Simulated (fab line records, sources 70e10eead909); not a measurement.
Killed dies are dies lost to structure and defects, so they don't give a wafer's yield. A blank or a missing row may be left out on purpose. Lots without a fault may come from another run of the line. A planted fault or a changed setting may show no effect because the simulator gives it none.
Which tool did it? | flow nand_harc | 13 lots, 39 wafers sampled, at 4 steps of a route of 1159

WHAT THE GAUGES READ, wafer by wafer
The record holds no reading of a measuring or inspecting step that can be judged against a usual standard deviation.

WHICH TOOL RAN EACH LOT (tool, then ch and the chambers of the sampled wafers, then the start)
lot  | NHARC_A_CHANNEL_HOLE_D1_ETCH_22  | NHARC_A_CHANNEL_FILL_D1_ALD_02   | NHARC_A_CHANNEL_FILL_D1_CMP_10 | NHARC_A_STAIRCASE_EXPOSE_163
L230 | har_etch-02 ch 0,1, day 7 17:49  | ald_hk-03 ch 0,3, day 7 22:51    | cmp-01 ch 0,2,3, day 9 19:31   | krf_scanner-01 ch 0, day 9 20:58
L231 | har_etch-02 ch 0,1, day 8 17:50  | ald_hk-03 ch 1,2,3, day 9 00:34  | cmp-01 ch 1,2,3, day 11 01:07  | krf_scanner-02 ch 0, day 11 02:23
L233 | har_etch-01 ch 0,1, day 9 05:01  | ald_hk-04 ch 0,1,3, day 9 11:52  | cmp-04 ch 0,1,2, day 11 11:42  | krf_scanner-02 ch 0, day 11 13:09
L232 | har_etch-02 ch 0, day 9 09:16    | ald_hk-02 ch 0,1, day 9 14:30    | cmp-02 ch 0,1,2, day 11 11:45  | krf_scanner-04 ch 0, day 11 12:59
L236 | har_etch-01 ch 0, day 9 19:37    | ald_hk-02 ch 0,1,3, day 10 00:38 | cmp-04 ch 1,2,3, day 12 02:31  | krf_scanner-04 ch 0, day 12 03:40
L237 | har_etch-01 ch 0,1, day 10 09:43 | ald_hk-02 ch 1,2,3, day 10 15:00 | cmp-02 ch 0,1,3, day 12 16:24  | krf_scanner-04 ch 0, day 12 17:41
L241 | har_etch-01 ch 0,1, day 11 01:43 | ald_hk-04 ch 0,1,3, day 11 06:44 | cmp-04 ch 0,2,3, day 13 05:31  | krf_scanner-04 ch 0, day 13 07:41
L244 | har_etch-02 ch 0,1, day 11 18:47 | ald_hk-04 ch 0,2,3, day 12 00:08 | cmp-04 ch 0,2,3, day 14 03:58  | krf_scanner-01 ch 0, day 14 05:25
L248 | har_etch-02 ch 0,1, day 12 18:42 | ald_hk-03 ch 1,2,3, day 12 23:53 | cmp-04 ch 0,2,3, day 15 05:00  | krf_scanner-01 ch 0, day 15 06:14
L246 | har_etch-01 ch 0,1, day 12 19:38 | ald_hk-04 ch 0,1,3, day 13 00:36 | cmp-01 ch 0,1,2, day 15 02:08  | krf_scanner-02 ch 0, day 15 03:23
L247 | har_etch-02 ch 0,1, day 12 22:41 | ald_hk-04 ch 1,3, day 13 06:27   | cmp-01 ch 1,3, day 15 07:59    | krf_scanner-02 ch 0, day 15 09:25
L249 | har_etch-01 ch 0,1, day 13 01:11 | ald_hk-04 ch 1,2,3, day 13 06:49 | cmp-02 ch 0,1,2, day 15 07:58  | krf_scanner-01 ch 0, day 15 09:12
L253 | har_etch-02 ch 0,1, day 14 01:01 | ald_hk-03 ch 0,1,3, day 14 06:02 | cmp-04 ch 0,1,3, day 16 07:42  | krf_scanner-01 ch 0, day 16 09:05
- NHARC_A_CHANNEL_HOLE_D1_ETCH_22: etches the open film in C4F8/O2/Ar, time 666.7 s, target depth 1600 nm.
- NHARC_A_CHANNEL_FILL_D1_ALD_02: deposits SiO2, target thk 6 nm, pulse time 10 s, ald cycles 60.
- NHARC_A_CHANNEL_FILL_D1_CMP_10: polishes, target thk 150 nm.
- NHARC_A_STAIRCASE_EXPOSE_163: exposes mask STAIR OPEN.

WHAT THE TOOLS THEMSELVES READ (means of the sampled wafers that have a number; where no wafer has one, the mark that the record gives instead)
NHARC_A_CHANNEL_HOLE_D1_ETCH_22. Usual: drypump_motor_current_A 5.7 A, standard deviation 0.35; showerhead_plenum_p_Torr 3.76 Torr, standard deviation 0.087; throttle_valve_pct 32.155 %, standard deviation 0.0092.
lot  | tool        | drypump_motor_current_A (A) | showerhead_plenum_p_Torr (Torr) | throttle_valve_pct (%) | flag
L230 | har_etch-02 | 5.5                         | 3.82                            | 32.157                 |
L231 | har_etch-02 | 5.5                         | 3.81                            | 32.148                 |
L233 | har_etch-01 | 5.6                         | 3.77                            | 32.154                 |
L232 | har_etch-02 | 6.0                         | 3.69                            | 32.164                 |
L236 | har_etch-01 | 5.4                         | 3.82                            | 32.163                 |
L237 | har_etch-01 | 5.6                         | 3.77                            | 32.158                 |
L241 | har_etch-01 | 5.8                         | 3.72                            | 32.152                 |
L244 | har_etch-02 | 5.5                         | 3.79                            | 32.165                 |
L248 | har_etch-02 | 5.8                         | 3.73                            | 32.148                 |
L246 | har_etch-01 | 5.8                         | 3.71                            | 32.155                 |
L247 | har_etch-02 | 5.8                         | 3.72                            | 32.159                 |
L249 | har_etch-01 | 5.7                         | 3.75                            | 32.147                 |
L253 | har_etch-02 | 5.6                         | 3.78                            | 32.157                 |

NHARC_A_CHANNEL_FILL_D1_ALD_02. Usual: heater_power_w 476 W, standard deviation 76; precursor_pulse_height_rel 0.999, standard deviation 0.021.
lot  | tool      | heater_power_w (W) | precursor_pulse_height_rel | flag
L230 | ald_hk-03 | 497                | 1.003                      |
L231 | ald_hk-03 | 516                | 0.987                      |
L233 | ald_hk-04 | 468                | 0.991                      |
L232 | ald_hk-02 | 533                | 0.997                      |
L236 | ald_hk-02 | 485                | 0.990                      |
L237 | ald_hk-02 | 433                | 1.004                      |
L241 | ald_hk-04 | 473                | 0.994                      |
L244 | ald_hk-04 | 465                | 0.996                      |
L248 | ald_hk-03 | 514                | 1.001                      |
L246 | ald_hk-04 | 480                | 1.005                      |
L247 | ald_hk-04 | 499                | 0.989                      |
L249 | ald_hk-04 | 452                | 0.996                      |
L253 | ald_hk-03 | 520                | 1.028                      |

NHARC_A_CHANNEL_FILL_D1_CMP_10. Usual: motor_current_A 11.7 A, standard deviation 1.2; time_to_endpoint_s 16.8 s, standard deviation 2.9.
lot  | tool   | motor_current_A (A) | time_to_endpoint_s (s) | flag
L230 | cmp-01 | 12.4                | 15.3                   |
L231 | cmp-01 | 12.1                | 12.2                   |
L233 | cmp-04 | 11.8                | 12.8                   |
L232 | cmp-02 | 11.5                | 18.7                   |
L236 | cmp-04 | 11.2                | 15.0                   |
L237 | cmp-02 | 12.1                | 17.9                   |
L241 | cmp-04 | 10.5                | 14.3                   |
L244 | cmp-04 | 10.4                | 15.9                   |
L248 | cmp-04 | 10.4                | 15.1                   |
L246 | cmp-01 | 13.3                | 16.3                   |
L247 | cmp-01 | 11.5                | 16.2                   |
L249 | cmp-02 | 11.5                | 16.4                   |
L253 | cmp-04 | 11.0                | 14.6                   |

NHARC_A_STAIRCASE_EXPOSE_163. Usual: exposure_dose_mJ_cm2 20.010, standard deviation 0.019.
lot  | tool           | exposure_dose_mJ_cm2 | flag
L230 | krf_scanner-01 | 19.993               |
L231 | krf_scanner-02 | 20.019               |
L233 | krf_scanner-02 | 20.017               |
L232 | krf_scanner-04 | 20.004               |
L236 | krf_scanner-04 | 31.103               | OFF
L237 | krf_scanner-04 | 31.119               | OFF
L241 | krf_scanner-04 | 31.103               | OFF
L244 | krf_scanner-01 | 20.012               |
L248 | krf_scanner-01 | 20.033               |
L246 | krf_scanner-02 | 20.020               |
L247 | krf_scanner-02 | 20.018               |
L249 | krf_scanner-01 | 19.995               |
L253 | krf_scanner-01 | 20.020               |

THE ANSWER, worked out from the rows above alone
Rule: a lot is off if the mean of its wafers that have a number lies more than 3 standard deviations from the usual mean. A lot without any number at a reading at which 4 lots or more have one is off too. The other lots that the step has rows for count as sound. The gauges are gone through in route order, then the tools' own readings, and for those a lot's mean is taken as printed above. The first step at which some lot is off is used, and at that step the reading that is off furthest; a lot without a number counts as furthest.
Off: L236, L237, L241, at NHARC_A_STAIRCASE_EXPOSE_163 (exposure_dose_mJ_cm2).
A tool fits if, at that step or a process step before it, it ran every lot that is off, and no sound lot after the first of them. One fits: krf_scanner-04 at NHARC_A_STAIRCASE_EXPOSE_163. Its last sound lot is L232 (day 11 12:59), its first lot that is off L236 (day 12 03:40): a fault that began between those two fits.
The tool's own readings at NHARC_A_STAIRCASE_EXPOSE_163 bear it out: on the lots that are off they differ by more than 5 times the standard deviation of the sound lots' means. exposure_dose_mJ_cm2 reads 31.108 there against 20.013 on the sound lots.

WHAT THE SIMULATOR HAD PUT IN
Process parameter drift: krf_scanner-04, from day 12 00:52 on, at NHARC_A_STAIRCASE_EXPOSE_163. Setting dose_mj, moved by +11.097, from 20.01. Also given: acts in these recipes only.
Lots struck among those shown: L236, L237, L241. The rule above found the same.
